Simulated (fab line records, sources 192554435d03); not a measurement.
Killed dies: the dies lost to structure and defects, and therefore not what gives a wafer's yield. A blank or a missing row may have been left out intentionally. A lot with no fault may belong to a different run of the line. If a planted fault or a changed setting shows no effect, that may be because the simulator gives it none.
fab line records | flow n5-finfet
record lots=7 | wafers=21
route steps=1938 shown SDB@353 HKMG_FIN@438 MOL_CONTACT_COAG@559 BEOL_M1@758
start-h: hours from the record's opening day to when the first of the lot's shown wafers began | wait-h: hours from the lot's prior step to this one | " unchanged from the row above | L1.1+2: several wafers, shown together as one row | - value missing, or start not given | * or withheld: withheld | < > ~ a bound
route shown NAME@n: NAME is a module with steps in the file, n the number in the route of the first one | usual: mean/standard deviation of fault-free wafers | same: alike in all rows | chamber/n: place in a boat | sites: the reading at each site | _std_site: standard deviation across them | _edge_site: inner sites' mean taken away from outer sites' mean | radius-mm: for every site, how far away it sits from the centre of the wafer | mask NAME#n: copy n | behind: the tool/chamber that last shaped the wafer | hold: the reason the lot was held/the length of the hold in hours/how it ended | device: the n, p or np transistor that did not switch | end of line: at the end of the route, the tests of the same wafers | step lacking rows: just its recipe | killed: at the first sort, the dies lost to defects and structure; wafer yield is something else | map: a wafer's dies, x killed, . not, _ none there
set.NAME: the setting that was run; set.NAME@STEP: the one run at that earlier step | model.NAME: the simulator's own value behind a step, which no gauge read
lots whose settings were changed on purpose; a table a step, a row a wafer
## steps
# step N5_SDB_EXPOSE_08
# recipe mask-id=SDB | na=1.35 | source-shape=conventional | sigma-outer=0.5 | polarization=unpolarized | dose-mj=49.6
lot.wafer  | tool            | chamber | start-h | wait-h | mask  | set.dose-mj
L074.2     | arfi-scanner-02 | 0       | 66.26   | -      | SDB#0 | 48.29
L074.4+6   | "               | 0       | "       | "      | SDB#0 | 49.6
L077.1+4   | arfi-scanner-03 | 0       | 85.05   | -      | SDB#0 | 51.67
L077.6     | "               | 0       | "       | "      | SDB#0 | 49.6
L078.1+4   | arfi-scanner-01 | 0       | 94.69   | -      | SDB#0 | 48.09
L078.2     | "               | 0       | "       | "      | SDB#0 | 49.6
L082.1+2+3 | arfi-scanner-01 | 0       | 113.77  | -      | SDB#0 | 49.6
L083.2+6   | arfi-scanner-01 | 0       | 117.34  | -      | SDB#0 | 49.6
L083.5     | "               | 0       | "       | "      | SDB#0 | 47.56
L087.1+4   | arfi-scanner-01 | 0       | 143.29  | -      | SDB#0 | 49.6
L087.2     | "               | 0       | "       | "      | SDB#0 | 48.28
L093.1+3+5 | arfi-scanner-02 | 0       | 178.45  | -      | SDB#0 | 49.6
# step N5_SDB_PEB_09
# recipe peb-temp-c=withheld | peb-time-s=60 | resist=CAR-ArF
# step N5_SDB_DEVELOP_10
# recipe develop-time-s=30 | developer=TMAH | resist=CAR-ArF | rinse-liquid=diw | dry=air-spin | dev-temp-c=23
# step N5_SDB_CD_MEAS_11
# recipe target-cd-nm=50 | landing-energy-ev=500 | detector=se-inlens | polarity=opening
# usual cd-nm=49.9/1
lot.wafer | tool      | chamber | start-h | wait-h | set.dose-mj@SDB_EXPOSE_08 | cd-nm
L074.2    | cd-sem-02 | 0       | 66.38   | -      | 48.29                     | 46.1
L074.4    | "         | 0       | "       | "      | 49.6                      | 48.3
L074.6    | "         | 0       | "       | "      | 49.6                      | 49.3
L077.1    | cd-sem-01 | 0       | 85.17   | -      | 51.67                     | 53.2
L077.4    | "         | 0       | "       | "      | 51.67                     | 54.1
L077.6    | "         | 0       | "       | "      | 49.6                      | 48.9
L078.1    | cd-sem-02 | 0       | 94.82   | -      | 48.09                     | 47.7
L078.2    | "         | 0       | "       | "      | 49.6                      | 50.6
L078.4    | "         | 0       | "       | "      | 48.09                     | 48.0
L082.1    | cd-sem-01 | 0       | 113.90  | -      | 49.6                      | 51.3
L082.2    | "         | 0       | "       | "      | 49.6                      | 50.1
L082.3    | "         | 0       | "       | "      | 49.6                      | 50.0
L083.2    | cd-sem-02 | 0       | 117.46  | -      | 49.6                      | 51.6
L083.5    | "         | 0       | "       | "      | 47.56                     | 46.1
L083.6    | "         | 0       | "       | "      | 49.6                      | 51.0
L087.1    | cd-sem-02 | 0       | 143.41  | -      | 49.6                      | 48.8
L087.2    | "         | 0       | "       | "      | 48.28                     | 45.5
L087.4    | "         | 0       | "       | "      | 49.6                      | 50.0
L093.1    | cd-sem-01 | 0       | 178.57  | -      | 49.6                      | 50.5
L093.3    | "         | 0       | "       | "      | 49.6                      | 50.3
L093.5    | "         | 0       | "       | "      | 49.6                      | 51.6
# step N5_SDB_DESCUM_16
# recipe chemistry=O2 | time-s=7.9 | source-power-w=50 | bias-power-w=20 | pressure-mtorr=20 | rf-frequency-hz=2.712e+07 | temp-c=40 | resist=CAR-ArF | o2-flow-sccm=225
# step N5_SDB_ETCH_17
# recipe chemistry=CF4 | target=SiARC | target-depth-a=234 | mask-material=CAR-ArF | time-s=39 | ion-energy-ev=80 | pressure-mtorr=40 | source-w=545 | bias-w=36 | Ar_flow_sccm=100 | cf4-flow-sccm=100 | ends=cleared
# step N5_SDB_ETCH_18
# recipe chemistry=N2/H2 | target=SOC | target-depth-a=1000 | overetch-a=200 | mask-material=SiARC | temp-c=40 | time-s=150 | ion-energy-ev=200 | pressure-mtorr=30 | source-w=840 | bias-w=150 | n2-flow-sccm=200 | h2-flow-sccm=200
lot.wafer | tool        | chamber | start-h | wait-h | set.spin-rpm@SDB_COAT_03 | model.etch.depth-nm
L074.2    | rie-diel-04 | 3       | 66.54   | 0.0    | 1500                     | 100.2
L074.4    | "           | 1       | "       | "      | 1500                     | 100.3
L074.6    | "           | 2       | "       | "      | 1500                     | 100.5
L077.1    | rie-diel-06 | 0       | 85.41   | 0.0    | 1626                     | 95.33
L077.4    | "           | 3       | "       | "      | 1500                     | 99.07
L077.6    | "           | 2       | "       | "      | 1626                     | 95.49
L078.1    | rie-diel-02 | 1       | 94.98   | 0.0    | 1618                     | 95.81
L078.2    | "           | 3       | "       | "      | 1500                     | 99.25
L078.4    | "           | 2       | "       | "      | 1500                     | 99.33
L082.1+3  | rie-diel-06 | 1,3     | 114.06  | 0.0    | 1500                     | 100.1
L082.2    | "           | 2       | "       | "      | 1654                     | 95.34
L083.2    | rie-diel-02 | 3       | 117.63  | 0.0    | 1413                     | 103.4
L083.5    | "           | 1       | "       | "      | 1413                     | 103.6
L083.6    | "           | 0       | "       | "      | 1500                     | 100.4
L087.1    | rie-diel-04 | 3       | 143.73  | 0.0    | 1500                     | 99.93
L087.2    | "           | 1       | "       | "      | 1500                     | 99.71
L087.4    | "           | 3       | "       | "      | 1336                     | 105.8
L093.1    | rie-diel-02 | 2       | 178.73  | 0.0    | 1500                     | 100.7
L093.3    | "           | 0       | "       | "      | 1500                     | 100.6
L093.5    | "           | 1       | "       | "      | 1500                     | 100.4
# step N5_SDB_STRIP_19
# recipe chemistry=N2/H2 | temp-c=40 | n2-flow-sccm=200 | h2-flow-sccm=200 | rf-frequency-hz=6e+07
# step N5_SDB_STRIP_21
# recipe chemistry=CF4 | resist=SiARC | power-w=300 | bias-power-w=75 | pressure-mtorr=50 | cf4-flow-sccm=150 | rf-frequency-hz=6e+07
# step N5_SDB_HM_OPEN_20
# recipe chemistry=CH3F/O2 | target=SiNx | mask-material=SOC | target-depth-a=240 | stop-on=poly-Si | over-etch-frac=0.4 | ion-energy-ev=120 | pressure-mtorr=30 | source-w=395 | bias-w=73 | Ar_flow_sccm=150 | CH3F_flow_sccm=30 | O2_flow_sccm=20
# step N5_SDB_STRIP_22
# recipe chemistry=N2/H2 | power-w=1000 | temp-c=250 | h2-frac=0.65 | overash-fraction=0.3 | pressure-mtorr=withheld | n2-flow-sccm=1750 | h2-flow-sccm=3250
# usual strip-time-to-endpoint-s=96.2/0.44
lot.wafer | tool            | chamber | start-h | wait-h | set.spin-rpm@SDB_COAT_03 | strip-time-to-endpoint-s
L074.2    | plasma-asher-01 | 0       | 66.78   | 0.1    | 1500                     | 96.1
L074.4    | "               | 0       | "       | "      | 1500                     | 96.5
L074.6    | "               | 0       | "       | "      | 1500                     | 96.5
L077.1    | plasma-asher-02 | 0       | 85.65   | 0.1    | 1626                     | 91.9
L077.4    | "               | 1       | "       | "      | 1500                     | 95.1
L077.6    | "               | 1       | "       | "      | 1626                     | 92.1
L078.1    | plasma-asher-02 | 1       | 95.21   | 0.1    | 1618                     | 92.4
L078.2    | "               | 0       | "       | "      | 1500                     | 96.1
L078.4    | "               | 0       | "       | "      | 1500                     | 95.3
L082.1    | plasma-asher-02 | 0       | 114.29  | 0.1    | 1500                     | 96.3
L082.2    | "               | 1       | "       | "      | 1654                     | 92.0
L082.3    | "               | 1       | "       | "      | 1500                     | 96.0
L083.2    | plasma-asher-01 | 1       | 117.86  | 0.1    | 1413                     | 99.8
L083.5    | "               | 0       | "       | "      | 1413                     | 99.8
L083.6    | "               | 1       | "       | "      | 1500                     | 96.1
L087.1    | plasma-asher-02 | 0       | 143.96  | 0.1    | 1500                     | 95.9
L087.2    | "               | 1       | "       | "      | 1500                     | 96.2
L087.4    | "               | 1       | "       | "      | 1336                     | 101.6
L093.1    | plasma-asher-02 | 1       | 178.97  | 0.1    | 1500                     | 96.8
L093.3    | "               | 0       | "       | "      | 1500                     | 96.6
L093.5    | "               | 0       | "       | "      | 1500                     | 96.9
# step N5_HKMG_FIN_ETCH_35
# recipe chemistry=N2/H2 | target=SOC | target-depth-a=2158 | ion-energy-ev=65 | bias-w=5 | source-w=3000 | time-s=243.4 | pressure-mtorr=30 | n2-flow-sccm=200 | h2-flow-sccm=200
# usual rf-vpp-V=141.7/1.1
lot.wafer | tool        | chamber | start-h | wait-h | set.source-w | rf-vpp-V | model.SOC_of_HKMG_FIN_COAT_29.thk-nm | model.etch.depth-nm | model.HKMG_FIN.feature-depth-nm
L074.2    | rie-diel-06 | 3       | 75.64   | 0.0    | 3000         | 141.6    | 83.6                                 | 218.1               | 218.2
L074.4    | "           | 2       | "       | "      | 3515         | 132.9    | 57.4                                 | 243.3               | 243.2
L074.6    | "           | 3       | "       | "      | 3000         | 142.9    | 82.4                                 | 217.9               | 217.8
L077.1    | rie-diel-04 | 2       | 94.78   | 0.0    | 3000         | 141.6    | 82.6                                 | 217.1               | 217.2
L077.4    | "           | 0       | "       | "      | 3000         | 141.1    | 86.6                                 | 212.8               | 212.8
L077.6    | "           | 2       | "       | "      | 3483         | 135.0    | 53.8                                 | 245.7               | 245.8
L078.1    | rie-diel-06 | 0       | 104.60  | 0.0    | 3000         | 140.7    | 88                                   | 212.1               | 212
L078.2    | "           | 1       | "       | "      | 3000         | 143.7    | 87                                   | 214.2               | 214.2
L078.4    | "           | 2       | "       | "      | 3000         | 141.7    | 89.6                                 | 211.6               | 211.6
L082.1    | rie-diel-06 | 3       | 124.07  | 0.0    | 3000         | 141.3    | 81.2                                 | 218.6               | 218.6
L082.2    | "           | 0       | "       | "      | 3000         | 140.7    | 88.8                                 | 211                 | 211
L082.3    | "           | 2       | "       | "      | 3000         | 141.3    | 88.8                                 | 211.5               | 211.4
L083.2    | rie-diel-02 | 3       | 127.17  | 0.0    | 3000         | 142.2    | 93.6                                 | 206.6               | 206.6
L083.5    | "           | 1       | "       | "      | 3513         | 134.5    | 56                                   | 244.2               | 244.2
L083.6    | "           | 0       | "       | "      | 3513         | 133.1    | 45.8                                 | 253.5               | 253.6
L087.1    | rie-diel-06 | 1       | 153.03  | 0.0    | 3280         | 140.3    | 70                                   | 231.5               | 231.4
L087.2    | "           | 0       | "       | "      | 3000         | 141.5    | 88.4                                 | 212.5               | 212.6
L087.4    | "           | 2       | "       | "      | 3280         | 136.2    | 71.2                                 | 229.3               | 229.4
L093.1    | rie-diel-06 | 2       | 188.01  | 0.0    | 3000         | 141.2    | 88.8                                 | 210.6               | 210.6
L093.3    | "           | 1       | "       | "      | 3000         | 142.5    | 87.2                                 | 213.4               | 213.4
L093.5    | "           | 3       | "       | "      | 3000         | 141.5    | 81.4                                 | 217.9               | 218
# step N5_MOL_CONTACT_COAG_ALD_27
# recipe material=SiOC | target-thk-a=170 | temp-c=400 | ald-precursor-family=carbosiloxane | ald-co-reactant=H2-plasma | pulse-time-s=1.5 | time-s=2720 | purge-time-s=2 | co-reactant-purge-time-s=2 | ald-cycles=340 | pressure-torr=2
lot.wafer  | tool       | chamber | start-h | wait-h | set.ald-cycles | model.SiOC_of_MOL_CONTACT_COAG_ALD_27.thk-nm
L074.2     | ald-sin-03 | 3       | 94.68   | 0.8    | 298            | 15
L074.4     | "          | 1       | "       | "      | 340            | 17
L074.6     | "          | 1       | "       | "      | 340            | 17.2
L077.1+4+6 | ald-sin-04 | 1,3,1   | 112.38  | 0.0    | 340            | 17
L078.1+4   | ald-sin-04 | 3,0     | 124.90  | 0.0    | 326            | 16.4
L078.2     | "          | 1       | "       | "      | 340            | 17
L082.1+2+3 | ald-sin-04 | 3,1,2   | 142.35  | 0.0    | 340            | 17
L083.2+6   | ald-sin-04 | 0,3     | 145.38  | 0.0    | 340            | 17
L083.5     | "          | 2       | "       | "      | 391            | 19.6
L087.1     | ald-sin-04 | 3       | 173.35  | 0.0    | 340            | 17.2
L087.2+4   | "          | 2,1     | "       | "      | 371            | 18.6
L093.1     | ald-sin-02 | 0       | 211.45  | 0.0    | 340            | 17
L093.3+5   | "          | 2       | "       | "      | 340            | 16.8
# step N5_MOL_CONTACT_COAG_VIA_ETCH_46
# recipe chemistry=C4F6/O2 | target-depth-a=460 | overetch-a=92 | mask-material=SOC | target=SiO2 | bias-w=455 | pressure-mtorr=10 | time-s=40 | source-w=325 | Ar_flow_sccm=300 | C4F6_flow_sccm=10 | O2_flow_sccm=10 | ion-energy-ev=575.3 | ends=end-point
# usual rf-vpp-V=1596/13
lot.wafer | tool        | chamber | start-h | wait-h | set.bias-w | rf-vpp-V
L074.2    | rie-diel-04 | 1       | 98.56   | 0.0    | 455        | 1583
L074.4    | "           | 3       | "       | "      | 404.7      | 1477
L074.6    | "           | 2       | "       | "      | 404.7      | 1469
L077.1    | rie-diel-04 | 0       | 115.72  | 0.0    | 497.6      | 1690
L077.4    | "           | 2       | "       | "      | 497.6      | 1715
L077.6    | "           | 0       | "       | "      | 455        | 1581
L078.1    | rie-diel-04 | 2       | 128.26  | 0.0    | 386.1      | 1420
L078.2    | "           | 1       | "       | "      | 455        | 1583
L078.4    | "           | 3       | "       | "      | 455        | 1613
L082.1    | rie-diel-02 | 1       | 146.40  | 0.0    | 455        | 1595
L082.2    | "           | 3       | "       | "      | 455        | 1572
L082.3    | "           | 0       | "       | "      | 384.8      | 1391
L083.2    | rie-diel-06 | 3       | 149.07  | 0.0    | 455        | 1610
L083.5    | "           | 1       | "       | "      | 402.7      | 1466
L083.6    | "           | 2       | "       | "      | 455        | 1600
L087.1    | rie-diel-06 | 3       | 176.81  | 0.0    | 404        | 1471
L087.2    | "           | 2       | "       | "      | 455        | 1601
L087.4    | "           | 0       | "       | "      | 404        | 1454
L093.1    | rie-diel-02 | 3       | 215.91  | 0.0    | 455        | 1572
L093.3    | "           | 2       | "       | "      | 455        | 1597
L093.5    | "           | 1       | "       | "      | 455        | 1594
# step N5_MOL_CONTACT_COAG_COAT_34
# recipe resist=CAR-EUV | spin-rpm=1500 | resist-thk-nm=40
lot.wafer  | tool           | chamber | start-h | wait-h | set.spin-rpm | model.CAR-EUV_of_MOL_CONTACT_COAG_COAT_34.thk-nm
L074.2     | litho-track-03 | 0       | -       | -      | 1500         | 40
L074.4+6   | "              | 0       | "       | "      | 1500         | 40.2
L077.1     | litho-track-01 | 0       | -       | -      | 1500         | 40
L077.4     | "              | 0       | "       | "      | 1592         | 39
L077.6     | "              | 0       | "       | "      | 1500         | 40.2
L078.1     | litho-track-03 | 0       | -       | -      | 1440         | 40.8
L078.2     | "              | 0       | "       | "      | 1500         | 40
L078.4     | "              | 0       | "       | "      | 1440         | 40.6
L082.1     | litho-track-05 | 0       | -       | -      | 1500         | 40
L082.2+3   | "              | 0       | "       | "      | 1500         | 40.2
L083.2     | litho-track-03 | 0       | -       | -      | 1500         | 40
L083.5+6   | "              | 0       | "       | "      | 1556         | 39.2
L087.1+2   | litho-track-03 | 0       | -       | -      | 1500         | 40
L087.4     | "              | 0       | "       | "      | 1500         | 40.2
L093.1+3+5 | litho-track-01 | 0       | -       | -      | 1500         | 40
# step N5_MOL_CONTACT_COAG_EBR_36
# recipe solvent=PGMEA | ebr-width-mm=1.5
# step N5_MOL_CONTACT_COAG_SOFTBAKE_35
# recipe temp-c=110 | time-s=60 | resist=CAR-EUV
# step N5_MOL_CONTACT_COAG_EXPOSE_37
# recipe mask-id=VD | na=0.33 | source-shape=annular | sigma-inner=0.3 | sigma-outer=0.7 | polarization=unpolarized | defocus-nm=0 | dose-mj=62
# step N5_MOL_CONTACT_COAG_PEB_38
# recipe peb-temp-c=100 | peb-time-s=60 | resist=CAR-EUV
# step N5_MOL_CONTACT_COAG_DEVELOP_39
# recipe develop-time-s=30 | developer=TMAH | resist=CAR-EUV | rinse-liquid=surfactant-rinse | dry=air-spin | dev-temp-c=23
lot.wafer  | tool           | chamber | start-h | wait-h | set.spin-rpm@MOL_CONTACT_COAG_COAT_34 | model.CAR-EUV_of_MOL_CONTACT_COAG_COAT_34.thk-nm
L074.2+4+6 | litho-track-05 | 0       | -       | -      | 1500                                  | 39.6
L077.1+6   | litho-track-05 | 0       | -       | -      | 1500                                  | 39.6
L077.4     | "              | 0       | "       | "      | 1592                                  | 38.4
L078.1+4   | litho-track-01 | 0       | -       | -      | 1440                                  | 40.2
L078.2     | "              | 0       | "       | "      | 1500                                  | 39.6
L082.1     | litho-track-01 | 0       | -       | -      | 1500                                  | 39.6
L082.2+3   | "              | 0       | "       | "      | 1500                                  | 39.8
L083.2     | litho-track-05 | 0       | -       | -      | 1500                                  | 39.4
L083.5+6   | "              | 0       | "       | "      | 1556                                  | 38.8
L087.1+2   | litho-track-03 | 0       | -       | -      | 1500                                  | 39.6
L087.4     | "              | 0       | "       | "      | 1500                                  | 39.8
L093.1     | litho-track-05 | 0       | -       | -      | 1500                                  | 39.6
L093.3+5   | "              | 0       | "       | "      | 1500                                  | 39.4
# step N5_BEOL_M1_COAT_05
# recipe resist=CAR-EUV | spin-rpm=1500 | resist-thk-nm=30
lot.wafer  | tool           | chamber | start-h | wait-h | set.spin-rpm | model.CAR-EUV_of_BEOL_M1_COAT_05.thk-nm
L074.2+4+6 | litho-track-04 | 0       | -       | -      | 1500         | 30
L077.1+4+6 | litho-track-03 | 0       | -       | -      | 1387         | 31.2
L078.1+2+4 | litho-track-03 | 0       | -       | -      | 1500         | 30
L082.1     | litho-track-05 | 0       | -       | -      | 1352         | 31.8
L082.2+3   | "              | 0       | "       | "      | 1500         | 30.2
L083.2+6   | litho-track-04 | 0       | -       | -      | 1367         | 31.4
L083.5     | "              | 0       | "       | "      | 1500         | 30
L087.1+2   | litho-track-05 | 0       | -       | -      | 1358         | 31.6
L087.4     | "              | 0       | "       | "      | 1500         | 30
L093.1+3+5 | litho-track-04 | 0       | -       | -      | 1500         | 30
# step N5_BEOL_M1_EBR_07
# recipe solvent=PGMEA | ebr-width-mm=1.5
# step N5_BEOL_M1_SOFTBAKE_06
# recipe temp-c=110 | time-s=60 | resist=CAR-EUV
# step N5_BEOL_M1_EXPOSE_08
# recipe mask-id=M1 | na=0.33 | source-shape=dipole | sigma-inner=0.369 | sigma-outer=0.767 | polarization=unpolarized | dose-mj=33
# step N5_BEOL_M1_PEB_09
# recipe peb-temp-c=100 | peb-time-s=60 | resist=CAR-EUV
# step N5_BEOL_M1_DEVELOP_10
# recipe develop-time-s=30 | developer=TMAH | resist=CAR-EUV | rinse-liquid=surfactant-rinse | dry=air-spin | dev-temp-c=23
lot.wafer  | tool           | chamber | start-h | wait-h | set.spin-rpm@BEOL_M1_COAT_05 | model.CAR-EUV_of_BEOL_M1_COAT_05.thk-nm
L074.2+4+6 | litho-track-04 | 0       | -       | -      | 1500                         | 29.6
L077.1+6   | litho-track-05 | 0       | -       | -      | 1387                         | 30.6
L077.4     | "              | 0       | "       | "      | 1387                         | 30.8
L078.1     | litho-track-04 | 0       | -       | -      | 1500                         | 29.4
L078.2+4   | "              | 0       | "       | "      | 1500                         | 29.6
L082.1     | litho-track-04 | 0       | -       | -      | 1352                         | 31.4
L082.2+3   | "              | 0       | "       | "      | 1500                         | 29.8
L083.2+6   | litho-track-03 | 0       | -       | -      | 1367                         | 31
L083.5     | "              | 0       | "       | "      | 1500                         | 29.4
L087.1+2   | litho-track-03 | 0       | -       | -      | 1358                         | 31.2
L087.4     | "              | 0       | "       | "      | 1500                         | 29.6
L093.1+3   | litho-track-04 | 0       | -       | -      | 1500                         | 29.6
L093.5     | "              | 0       | "       | "      | 1500                         | 29.4
# step N5_BEOL_M1_ETCH_64
# recipe chemistry=N2/H2 | target=SOC | target-depth-a=750 | overetch-a=150 | mask-material=SiARC | temp-c=40 | time-s=112.5 | ion-energy-ev=200 | pressure-mtorr=30 | source-w=840 | bias-w=150 | n2-flow-sccm=200 | h2-flow-sccm=200
lot.wafer  | tool        | chamber | start-h | wait-h | set.time-s | model.SiARC_of_BEOL_M1_COAT_62.thk-nm
L074.2+6   | rie-diel-05 | 2       | 118.07  | 0.0    | 112.5      | 7
L074.4     | "           | 0       | "       | "      | 112.5      | 6.6
L077.1     | rie-diel-01 | 1       | 138.23  | 0.0    | 112.5      | 6.6
L077.4     | "           | 0       | "       | "      | 112.5      | 6.8
L077.6     | "           | 3       | "       | "      | 133.1      | 6
L078.1+2   | rie-diel-05 | 2,1     | 154.49  | 0.0    | 112.5      | 6.8
L078.4     | "           | 0       | "       | "      | 112.5      | 6.6
L082.1     | rie-diel-03 | 2       | 167.94  | 0.0    | 112.5      | 7
L082.2     | "           | 0       | "       | "      | 122.3      | 6.4
L082.3     | "           | 1       | "       | "      | 112.5      | 6.8
L083.2+5+6 | rie-diel-05 | 2,2,1   | 174.97  | 0.0    | 112.5      | 6.8
L087.1     | rie-diel-05 | 0       | 205.94  | 0.0    | 136.4      | 5.6
L087.2+4   | "           | 2,3     | "       | "      | 112.5      | 6.8
L093.1+5   | rie-diel-05 | 0,3     | 238.90  | 0.0    | 112.5      | 6.8
L093.3     | "           | 2       | "       | "      | 112.5      | 7
# step N5_BEOL_M1_STRIP_65
# recipe chemistry=N2/H2 | temp-c=40 | n2-flow-sccm=200 | h2-flow-sccm=200 | rf-frequency-hz=6e+07
# step N5_BEOL_M1_STRIP_75
# recipe chemistry=N2/H2 | temp-c=40 | n2-flow-sccm=200 | h2-flow-sccm=200 | rf-frequency-hz=6e+07
# step N5_BEOL_M1_STRIP_66
# recipe chemistry=CF4 | resist=SiARC | power-w=300 | bias-power-w=75 | pressure-mtorr=50 | cf4-flow-sccm=150 | rf-frequency-hz=6e+07
# step N5_BEOL_M1_HM_OPEN_17
# recipe chemistry=Cl2/BCl3 | target-depth-a=200 | overetch-a=60 | target=TiN | mask-material=SOC | ion-energy-ev=150 | pressure-mtorr=10 | icp-w=1000 | bias-w=126 | Cl2_flow_sccm=53.25 | bcl3-flow-sccm=21.75 | Ar_flow_sccm=25
lot.wafer | tool         | chamber | start-h | wait-h | set.time-s@BEOL_M1_ETCH_64 | model.etch.depth-nm
L074.2    | rie-metal-02 | 0       | 118.24  | 0.0    | 112.5                      | 20.24
L074.4    | "            | 0       | "       | "      | 112.5                      | 20.27
L074.6    | "            | 1       | "       | "      | 112.5                      | 20.44
L077.1    | rie-metal-02 | 1       | 138.40  | 0.0    | 112.5                      | 19.75
L077.4    | "            | 1       | "       | "      | 112.5                      | 19.81
L077.6    | "            | 0       | "       | "      | 133.1                      | 17.95
L078.1    | rie-metal-02 | 0       | 154.65  | 0.0    | 112.5                      | 19.43
L078.2    | "            | 1       | "       | "      | 112.5                      | 19.7
L078.4    | "            | 0       | "       | "      | 112.5                      | 19.42
L082.1    | rie-metal-03 | 0       | 168.11  | 0.0    | 112.5                      | 19.6
L082.2    | "            | 1       | "       | "      | 122.3                      | 18.93
L082.3    | "            | 1       | "       | "      | 112.5                      | 19.95
L083.2    | rie-metal-03 | 1       | 175.14  | 0.0    | 112.5                      | 19.9
L083.5    | "            | 1       | "       | "      | 112.5                      | 20.08
L083.6    | "            | 0       | "       | "      | 112.5                      | 20.02
L087.1    | rie-metal-03 | 0       | 206.11  | 0.0    | 136.4                      | 17.74
L087.2    | "            | 1       | "       | "      | 112.5                      | 20.14
L087.4    | "            | 1       | "       | "      | 112.5                      | 19.76
L093.1    | rie-metal-01 | 0       | 239.07  | 0.0    | 112.5                      | 19.97
L093.3    | "            | 1       | "       | "      | 112.5                      | 19.91
L093.5    | "            | 1       | "       | "      | 112.5                      | 19.72
## key
split step=N5_SDB_EXPOSE_08 | setting=dose-mj | stated=49.6 | by=wafer
response step=N5_SDB_CD_MEAS_11 | reading=cd-nm | change=+1.16 | per=1% | r=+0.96
split step=N5_HKMG_FIN_ETCH_35 | setting=source-w | stated=3000 | by=wafer
response step=N5_HKMG_FIN_ETCH_35 | reading=rf-vpp-V | change=-0.469 | per=1% | r=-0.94
response step=N5_HKMG_FIN_ETCH_35 | reading=model.SOC_of_HKMG_FIN_COAT_29.thk-nm | change=-1.96 | per=1% | r=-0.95
response step=N5_HKMG_FIN_ETCH_35 | reading=model.etch.depth-nm | change=+1.95 | per=1% | r=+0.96
response step=N5_HKMG_FIN_ETCH_35 | reading=model.HKMG_FIN.feature-depth-nm | change=+1.95 | per=1% | r=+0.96
split step=N5_MOL_CONTACT_COAG_ALD_27 | setting=ald-cycles | stated=340 | by=wafer
response step=N5_MOL_CONTACT_COAG_ALD_27 | reading=model.SiOC_of_MOL_CONTACT_COAG_ALD_27.thk-nm | change=+0.168 | per=1% | r=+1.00
split step=N5_MOL_CONTACT_COAG_VIA_ETCH_46 | setting=bias-w | stated=455 | by=wafer
response step=N5_MOL_CONTACT_COAG_VIA_ETCH_46 | reading=rf-vpp-V | change=+11.9 | per=1% | r=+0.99
split step=N5_MOL_CONTACT_COAG_COAT_34 | setting=spin-rpm | stated=1500 | by=wafer
response step=N5_MOL_CONTACT_COAG_COAT_34 | reading=model.CAR-EUV_of_MOL_CONTACT_COAG_COAT_34.thk-nm | change=-0.186 | per=1% | r=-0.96
response step=N5_MOL_CONTACT_COAG_DEVELOP_39 | reading=model.CAR-EUV_of_MOL_CONTACT_COAG_COAT_34.thk-nm | change=-0.178 | per=1% | r=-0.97
split step=N5_BEOL_M1_COAT_05 | setting=spin-rpm | stated=1500 | by=wafer
response step=N5_BEOL_M1_COAT_05 | reading=model.CAR-EUV_of_BEOL_M1_COAT_05.thk-nm | change=-0.163 | per=1% | r=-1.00
response step=N5_BEOL_M1_DEVELOP_10 | reading=model.CAR-EUV_of_BEOL_M1_COAT_05.thk-nm | change=-0.17 | per=1% | r=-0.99
split step=N5_BEOL_M1_ETCH_64 | setting=time-s | stated=112.5 | by=wafer
response step=N5_BEOL_M1_ETCH_64 | reading=model.SiARC_of_BEOL_M1_COAT_62.thk-nm | change=-0.0495 | per=1% | r=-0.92
response step=N5_BEOL_M1_HM_OPEN_17 | reading=model.etch.depth-nm | change=-0.102 | per=1% | r=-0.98
split outside-this-file step=N5_SDB_COAT_03 setting=spin-rpm
# split outside-this-file: this setting was split too, and the file shows its column; the key of that split is in another file
